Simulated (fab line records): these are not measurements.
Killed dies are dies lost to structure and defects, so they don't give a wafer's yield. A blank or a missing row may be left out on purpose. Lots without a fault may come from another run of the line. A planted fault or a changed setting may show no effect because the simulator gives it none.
fab line records	flow n5Finfet
record lots=10	wafers=27	lastDay=19
route steps=1938 shown ZERO_LAYER@13 WELL_APT@24 PMOS_HMC_CHANNEL_EPI@67 BEOL_M4@1111 PASSIVATION@1936
lots that met no fault: taken from a fault-free run of the same line
startH: the number of hours between the record's first day and the start of the first shown wafer of the lot	waitH: hours elapsed since this lot's preceding step	" as in the row above	L1.1+2: a row that stands for several wafers	- either no value or no given start	* or withheld: withheld	< > ~ a bound
route shown NAME@n: names a module that has steps shown in the file, with the first one's number in the route	usual: mean/standard deviation taken from wafers without a fault	same: alike in all rows	chamber/n: place in a boat	sites: readings site by site	_std_site: the standard deviation of these	_edge_site: mean of outer sites minus mean of inner sites	radiusMm: for every site, how far away it sits from the centre of the wafer	mask NAME#n: copy n	behind: the tool/chamber that last shaped the wafer	hold: why the lot was held/for how many hours/how that ended	device: names the non-switching transistor (n, p or np)	end of line: the same wafers' tests at the end of the route	where a step has no rows: the recipe by itself	killed: dies lost to structure and defects at the first sort, not the wafer's yield	map: a wafer's dies, x killed, . not, _ none there
set.NAME: the setting the step ran with; set.NAME@STEP: the setting that earlier step ran with	model.NAME: the simulator's own value behind a step, which no gauge read
steps of the route over a sample of lots; a table a step, a row a wafer
services: from which hour (startH, from the record's first day; less than 0 if before it) a tool's chamber was out of use, for how many hours, and why
## steps
# step N5_ZERO_LAYER_CD_MEAS_11
# recipe targetCdNm=2000	landingEnergyEv=500	detector=seInlens
# usual cdNm=2000.2/2.7
lot.wafer	tool	chamber	startH	waitH	cdNm
L435.1	cdSem-01	0	12.66	-	1996.1
L435.3	"	0	"	"	1997.3
L435.6	"	0	"	"	2000.9
L439.1	cdSem-03	0	36.69	-	2003.1
L439.3	"	0	"	"	2002.0
L439.4	"	0	"	"	1998.5
L441.1	cdSem-03	0	48.77	-	1996.4
L441.4	"	0	"	"	1999.7
L441.6	"	0	"	"	2002.6
L442.1	cdSem-01	0	54.77	-	2004.3
L442.3	"	0	"	"	2000.0
L442.4	"	0	"	"	2001.1
L443.3	cdSem-02	0	60.64	-	1998.9
L443.4	"	0	"	"	1997.2
L443.6	"	0	"	"	1999.3
L445.1	cdSem-02	0	72.64	-	1997.4
L445.4	"	0	"	"	1999.0
L445.6	"	0	"	"	1996.7
L452.1	cdSem-03	0	114.64	-	2001.9
L452.2	"	0	"	"	1995.5
L453.1	cdSem-03	0	120.77	-	2002.8
L453.2	"	0	"	"	2002.2
L455.1	cdSem-01	0	132.86	-	2004.1
L455.2	"	0	"	"	2002.3
L457.2	cdSem-02	0	144.77	-	1999.3
L457.4	"	0	"	"	1995.8
L457.5	"	0	"	"	1999.9
# step N5_WELL_APT_EXPOSE_05
# recipe maskId=NWELL	na=0.8	sourceShape=conventional	sigmaOuter=0.8	polarization=unpolarized	defocusNm=0	targetCdNm=200	doseMj=20.3
# usual reticleTempC=23.01/0.097
lot.wafer	tool	chamber	startH	waitH	mask	reticleTempC
L435.1	krfScanner-01	0	13.70	-	NWELL#0	23.09
L435.3	"	0	"	"	NWELL#0	23.01
L435.6	"	0	"	"	NWELL#0	23.03
L439.1	krfScanner-02	0	37.43	-	NWELL#0	22.95
L439.3	"	0	"	"	NWELL#0	22.85
L439.4	"	0	"	"	NWELL#0	22.88
L441.1	krfScanner-01	0	49.51	-	NWELL#0	23.10
L441.4	"	0	"	"	NWELL#0	23.07
L441.6	"	0	"	"	NWELL#0	23.08
L442.1	krfScanner-02	0	55.64	-	NWELL#0	23.07
L442.3	"	0	"	"	NWELL#0	23.18
L442.4	"	0	"	"	NWELL#0	23.21
L443.3	krfScanner-01	0	61.82	-	NWELL#0	23.11
L443.4	"	0	"	"	NWELL#0	23.11
L443.6	"	0	"	"	NWELL#0	23.04
L445.1	krfScanner-02	0	73.69	-	NWELL#0	22.90
L445.4	"	0	"	"	NWELL#0	23.02
L445.6	"	0	"	"	NWELL#0	23.06
L452.1	krfScanner-02	0	115.38	-	NWELL#0	22.93
L452.2	"	0	"	"	NWELL#0	22.96
L453.1	krfScanner-02	0	121.51	-	NWELL#0	23.15
L453.2	"	0	"	"	NWELL#0	23.01
L455.1	krfScanner-02	0	133.73	-	NWELL#0	23.14
L455.2	"	0	"	"	NWELL#0	23.16
L457.2	krfScanner-01	0	145.65	-	NWELL#0	22.82
L457.4	"	0	"	"	NWELL#0	22.92
L457.5	"	0	"	"	NWELL#0	22.84
# step N5_WELL_APT_CD_MEAS_08
# recipe targetCdNm=200	landingEnergyEv=500	detector=seInlens
# usual cdNm=199.9/1.7
lot.wafer	tool	chamber	startH	waitH	cdNm
L435.1	cdSem-03	0	13.88	-	202.3
L435.3	"	0	"	"	198.1
L435.6	"	0	"	"	201.0
L439.1	cdSem-03	0	37.60	-	201.9
L439.3	"	0	"	"	202.6
L439.4	"	0	"	"	202.1
L441.1	cdSem-01	0	49.68	-	201.1
L441.4	"	0	"	"	197.3
L441.6	"	0	"	"	199.9
L442.1	cdSem-03	0	55.81	-	199.9
L442.3	"	0	"	"	200.4
L442.4	"	0	"	"	202.8
L443.3	cdSem-02	0	61.98	-	199.2
L443.4	"	0	"	"	196.8
L443.6	"	0	"	"	199.2
L445.1	cdSem-01	0	73.86	-	202.9
L445.4	"	0	"	"	199.9
L445.6	"	0	"	"	201.0
L452.1	cdSem-03	0	115.56	-	173.3
L452.2	"	0	"	"	172.7
L453.1	cdSem-02	0	121.68	-	175.4
L453.2	"	0	"	"	175.8
L455.1	cdSem-03	0	133.90	-	176.3
L455.2	"	0	"	"	174.0
L457.2	cdSem-03	0	145.82	-	199.9
L457.4	"	0	"	"	198.4
L457.5	"	0	"	"	199.9
# step N5_PMOS_HMC_CHANNEL_EPI_INSPECT_11
# recipe mode=adi	inspectInstrument=macro
# usual rawDefectCount=1.9/1.5
lot.wafer	tool	chamber	startH	waitH	rawDefectCount
L435.1	defectInspect-02	-	17.32	0.0	5
L435.3	"	-	"	"	3
L435.6	"	-	"	"	0
L439.1	defectInspect-01	-	41.92	0.0	3
L439.3	"	-	"	"	5
L439.4	"	-	"	"	0
L441.1	defectInspect-01	-	53.03	0.0	1
L441.4	"	-	"	"	1
L441.6	"	-	"	"	2
L442.1	defectInspect-02	-	59.79	0.0	3
L442.3	"	-	"	"	3
L442.4	"	-	"	"	2
L443.3	defectInspect-01	-	65.64	0.0	3
L443.4	"	-	"	"	2
L443.6	"	-	"	"	0
L445.1	defectInspect-01	-	77.55	0.0	2
L445.4	"	-	"	"	0
L445.6	"	-	"	"	1
L452.1	defectInspect-02	-	119.39	0.0	2
L452.2	"	-	"	"	1
L453.1	defectInspect-01	-	125.57	0.0	1
L453.2	"	-	"	"	2
L455.1	defectInspect-01	-	137.25	0.0	0
L455.2	"	-	"	"	2
L457.2	defectInspect-01	-	152.62	0.0	0
L457.4	"	-	"	"	2
L457.5	"	-	"	"	1
# step N5_PMOS_HMC_CHANNEL_EPI_DESCUM_14
# recipe chemistry=O2	timeS=7.9	sourcePowerW=50	biasPowerW=20	pressureMtorr=20	rfFrequencyHz=2.712e+07	tempC=40	resist=CAR-ArF-block	o2FlowSccm=225
# usual drypumpMotorCurrentA=5.8/0.46	oesProductAu=0.77/0.084	rfVppV=243.2/1.5	showerheadPlenumPTorr=2.09/0.076	throttleValvePct=20.54/0.24
lot.wafer	tool	chamber	startH	waitH	drypumpMotorCurrentA	oesProductAu	rfHoursCounterH	rfVppV	showerheadPlenumPTorr	throttleValvePct
L435.1	rieDiel-06	0	17.35	0.0	5.2	0.79	88	240.0	1.94	20.64
L435.3	"	1	"	"	6.5	0.80	123	243.3	2.10	20.70
L435.6	"	3	"	"	6.0	0.75	-	242.1	2.00	20.52
L439.1	rieDiel-06	2	42.02	0.1	6.1	0.67	233	245.0	2.15	20.88
L439.3	"	1	"	"	6.5	0.80	129	244.3	2.10	20.72
L439.4	"	1	"	"	6.5	0.80	-	242.6	2.10	20.72
L441.1	rieDiel-05	3	53.07	0.0	5.1	0.75	162	243.6	2.10	20.20
L441.4	"	0	"	"	5.8	0.73	212	241.6	2.06	20.58
L441.6	"	0	"	"	5.8	0.72	-	243.4	2.06	20.55
L442.1	rieDiel-05	1	60.29	0.5	5.7	0.71	188	244.2	2.17	20.44
L442.3	"	0	"	"	5.8	0.72	215	242.7	2.06	20.57
L442.4	"	2	"	"	6.0	0.79	104	243.7	2.19	20.74
L443.3	rieDiel-06	3	65.69	0.0	6.0	0.73	160	242.1	2.00	20.55
L443.4	"	1	"	"	6.5	0.80	-	243.9	2.10	20.72
L443.6	"	3	"	"	6.0	0.73	-	243.5	1.99	20.55
L445.1	rieDiel-05	2	77.58	0.0	6.0	0.79	109	244.3	2.19	20.76
L445.4	"	3	"	"	5.1	0.75	170	241.9	2.10	20.19
L445.6	"	3	"	"	5.2	0.75	-	244.8	2.10	20.19
L452.1	rieDiel-06	3	119.42	0.0	6.0	0.72	180	242.3	1.99	20.59
L452.2	"	1	"	"	6.5	0.78	156	242.7	2.09	20.75
L453.1	rieDiel-05	0	125.60	0.0	5.8	0.71	235	242.9	2.05	20.60
L453.2	"	1	"	"	5.6	0.70	206	243.7	2.16	20.47
L455.1	rieDiel-06	1	137.28	0.0	6.5	0.77	162	243.9	2.09	20.77
L455.2	"	2	"	"	6.1	0.99	1	244.6	2.14	20.53
L457.2	rieDiel-02	2	152.65	0.0	5.3	0.82	106	242.7	2.03	20.44
L457.4	"	3	"	"	5.2	0.92	30	242.7	2.12	20.60
L457.5	"	2	"	"	5.3	0.81	-	242.0	2.03	20.45
# step N5_BEOL_M4_RC_MEAS_101
# usual DIBL_N=35.8/1.7	DIBL_P=35.3/2	IOFF_N=0.150/0.026	IOFF_P=0.194/0.029	ION_N=667/11	ION_P=456/7.1	SS_N=71.4/0.65	SS_P=73.1/0.64	VT_N=251/3	VT_P=-252/3.2
lot.wafer	tool	chamber	startH	waitH	DIBL_N[mV/V]	DIBL_P[mV/V]	IOFF_N[nA/um]	IOFF_P[nA/um]	ION_N[uA/um]	ION_P[uA/um]	SS_N[mV/dec]	SS_P[mV/dec]	VT_N[mV]	VT_P[mV]
L435.1	prober-01	0	209.88	0.0	36.5	36.8	0.156	0.193	678	461	72.2	73.0	253	-252
L435.3	"	0	"	"	32.5	32.0	0.103	0.136	649	447	70.9	71.8	258	-258
L435.6	"	0	"	"	35.6	36.5	0.150	0.190	675	466	71.2	74.1	250	-254
L439.1	prober-02	0	244.26	0.0	36.4	35.5	0.157	0.188	673	457	71.0	72.8	251	-249
L439.3	"	0	"	"	37.6	37.3	0.187	0.220	688	463	71.5	73.7	246	-249
L439.4	"	0	"	"	34.9	33.0	0.123	0.159	658	450	70.8	73.2	256	-253
L441.1	prober-02	0	260.43	0.0	34.8	34.4	0.118	0.165	659	450	70.4	72.9	254	-255
L441.4	"	0	"	"	35.6	35.2	0.126	0.167	649	448	71.1	72.2	254	-256
L441.6	"	0	"	"	34.6	33.4	0.110	0.152	638	445	70.9	72.4	257	-259
L442.1	prober-02	0	269.99	0.0	34.0	35.8	0.141	0.208	676	468	70.9	72.7	250	-249
L442.3	"	0	"	"	32.6	33.2	0.123	0.172	667	458	70.8	71.9	251	-251
L442.4	"	0	"	"	36.1	38.3	0.184	0.250	680	468	71.3	73.2	247	-243
L443.3	prober-01	0	273.25	0.3	36.8	35.8	0.160	0.220	670	466	71.6	73.3	251	-246
L443.4	"	0	"	"	36.0	34.6	0.148	0.216	672	463	71.1	73.3	250	-245
L443.6	"	0	"	"	36.3	36.0	0.154	0.232	666	463	71.7	73.3	250	-246
L445.1	prober-02	0	276.82	0.0	33.9	32.9	0.124	0.169	660	451	71.0	72.6	254	-252
L445.4	"	0	"	"	35.7	34.6	0.149	0.199	673	465	70.5	72.7	252	-251
L445.6	"	0	"	"	36.5	34.1	0.156	0.182	665	450	70.8	72.6	251	-254
L453.1	prober-02	0	327.20	0.0	36.4	34.8	0.156	0.168	648	436	72.4	73.4	254	-253
L453.2	"	0	"	"	35.6	34.5	0.137	0.160	665	450	71.5	73.4	251	-254
L452.1	prober-01	0	327.92	0.2	38.3	35.3	0.174	0.187	662	449	72.7	73.4	247	-253
L452.2	"	0	"	"	34.6	32.8	0.125	0.152	664	457	70.5	71.7	250	-254
L455.1	prober-01	0	338.72	0.0	33.6	33.6	0.139	0.173	664	454	70.7	72.6	250	-253
L455.2	"	0	"	"	33.7	32.3	0.123	0.147	652	452	70.9	71.9	254	-257
L457.2	prober-02	0	347.74	0.2	37.6	35.2	0.177	0.217	680	463	71.3	73.9	248	-248
L457.4	"	0	"	"	36.5	35.3	0.159	0.212	669	461	70.4	72.7	250	-250
L457.5	"	0	"	"	36.8	36.0	0.167	0.225	679	464	71.2	73.7	250	-252
# step N5_PASSIVATION_PROBE_49
# usual defectLimitedYield=91.5/1.4	killed_at_M0_to_M3=34/11	killed_at_M4_up=15/6	killedAtContacts=11/5.9	killedAtFrontEnd=37/11	killedAtOther=3.6/2.9	killedDies=101/17	killedOpen=66/12	killedShort=33/7.8	sort_bin_5_function=5.0/0.97	sort_bin_6_memory=3.2/0.65	sort_bin_8_speed=0.02/0.2	sortNPass=1079/17	sortYieldPct=91.4/1.4
# same grossDies=1180	killedAtBackSide=0	sort_bin_4_leakage[%]=0
lot.wafer	tool	chamber	startH	waitH	defectLimitedYield[%]	killed_at_M0_to_M3	killed_at_M4_up	killedAtContacts	killedAtFrontEnd	killedAtOther	killedDies	killedOpen	killedShort	sort_bin_5_function[%]	sort_bin_6_memory[%]	sort_bin_8_speed[%]	sortNPass	sortYieldPct[%]
L452.1	prober-01	-	440.37	0.0	83.0	36	20	13	126	6	201	69	41	13.0	3.9	0	979	83.0
L452.2	prober-01	-	440.42	0.1	84.4	29	19	15	119	2	184	62	27	12.4	3.1	0	996	84.4
L453.1	prober-01	-	440.92	0.0	87.3	28	22	9	88	3	150	52	34	9.8	2.5	0.42	1025	86.9
L453.2	prober-01	-	440.97	0.1	84.8	53	21	8	95	2	179	79	48	10.8	3.9	0	1001	84.8
L455.1	prober-01	-	454.88	0.0	85.3	48	17	19	85	4	173	70	51	9.7	4.2	0	1007	85.3
L455.2	prober-01	-	454.93	0.1	84.9	34	13	8	121	2	178	53	33	11.5	3.1	0	1002	84.9
# killed by level:class
L452.1 WELL_APT:areaExpose=91 MOL_CONTACT_COAG:geometricParticle:open=10 FIN_SAQP:geometricParticle:open=8 BEOL_M0_SAQP:geometricParticle:open=8 STI_FIN_REVEAL:geometricParticle:open=7 BEOL_M0_SAQP:geometricParticle:short=6 BEOL_M3:geometricParticle:open=6 BEOL_M4:geometricParticle:open=6
L452.2 WELL_APT:areaExpose=95 STI_FIN_REVEAL:geometricParticle:open=13 MOL_CONTACT_COAG:geometricParticle:open=13 BEOL_M0_SAQP:geometricParticle:short=6 BEOL_M0:geometricParticle:short=6 BEOL_M5:geometricParticle:open=6 BEOL_M1:geometricParticle:open=5 BEOL_M4:geometricParticle:open=5
L453.1 WELL_APT:areaExpose=62 FIN_SAQP:geometricParticle:short=9 BEOL_M4:geometricParticle:open=9 MOL_CONTACT_COAG:geometricParticle:open=8 BEOL_M2:geometricParticle:open=6 BEOL_M5:geometricParticle:open=5 BEOL_M0_SAQP:geometricParticle:short=5 BEOL_M2:geometricParticle:short=5
L453.2 WELL_APT:areaExpose=51 BEOL_M0_SAQP:geometricParticle:open=17 BEOL_M0_SAQP:geometricParticle:short=16 STI_FIN_REVEAL:geometricParticle:open=15 FIN_SAQP:geometricParticle:short=9 BEOL_M4:geometricParticle:open=9 BEOL_M1:geometricParticle:open=7 BEOL_M2:geometricParticle:open=7
L455.1 WELL_APT:areaExpose=48 BEOL_M0_SAQP:geometricParticle:short=16 MOL_CONTACT_COAG:geometricParticle:open=14 BEOL_M0_SAQP:geometricParticle:open=12 STI_FIN_REVEAL:geometricParticle:open=9 BEOL_M3:geometricParticle:open=8 GATE_CUT:geometricParticle:short=6 GATE_CUT:geometricParticle:open=6
L455.2 WELL_APT:areaExpose=88 BEOL_M0_SAQP:geometricParticle:short=15 STI_FIN_REVEAL:geometricParticle:open=9 BEOL_M0_SAQP:geometricParticle:open=7 BEOL_M4:geometricParticle:open=7 STARTING-WAFER:geometricParticle:open=6 MOL_CONTACT_COAG:geometricParticle:open=5 FIN_SAQP:geometricParticle:open=4
## services
tool	chamber	startH	hours	kind
krfScanner-01	-	-7.01	0.7	repair
krfScanner-02	-	8.58	6.2	repair
krfScanner-02	-	16.54	4.1	repair
rieDiel-06	-	23.51	0.1	repair
krfScanner-01	-	26.96	12.0	repair
krfScanner-02	-	37.96	6.0	repair
rieDiel-06	3	41.17	1.7	repair
krfScanner-02	-	43.96	1.0	pm
rieDiel-06	0	57.25	43.9	repair
krfScanner-02	-	58.89	1.5	repair
krfScanner-02	-	76.32	0.4	repair
rieDiel-06	2	76.37	23.5	repair
krfScanner-02	-	94.24	4.0	pm
krfScanner-02	-	108.45	1.3	pm
rieDiel-06	0	117.80	3.6	repair
rieDiel-06	2	121.62	-	clean
rieDiel-06	2	121.62	-	consumableReplace:focusRing
krfScanner-02	-	129.47	3.6	pm
krfScanner-01	-	134.84	1.3	pm
krfScanner-02	-	138.39	0.8	pm
rieDiel-02	-	145.67	1.1	repair
krfScanner-01	-	151.50	1.0	pm
krfScanner-02	0	151.96	-	calibration
krfScanner-01	-	152.50	0.8	pm
## key
firstSign step=N5_WELL_APT_CD_MEAS_08	reading=cdNm	direction=down	sigmas=15	usual=199.9	struck=174.6
effect step=N5_PASSIVATION_PROBE_49	reading=sort_bin_5_function	direction=up	sigmas=6.4	usual=5.0	struck=11.2
moreKillsBornAt N5_WELL_APT_EXPOSE_05@krfScanner-02=435
metAt N5_WELL_APT_EXPOSE_05
struckLots L452,L453,L455
struckWafers L452.1,L452.2,L453.1,L453.2,L455.1,L455.2
notActingAt N5_ZERO_LAYER_CD_MEAS_11,N5_PMOS_HMC_CHANNEL_EPI_INSPECT_11,N5_PMOS_HMC_CHANNEL_EPI_DESCUM_14
onsetBetween 73.69 115.38
fault kind=processParameterDrift	tool=krfScanner-02	chamber=-	onsetH=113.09	steps=N5_WELL_APT_EXPOSE_05	channel=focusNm	offset=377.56	shape=step	endH=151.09	scope=struckWafersOnly
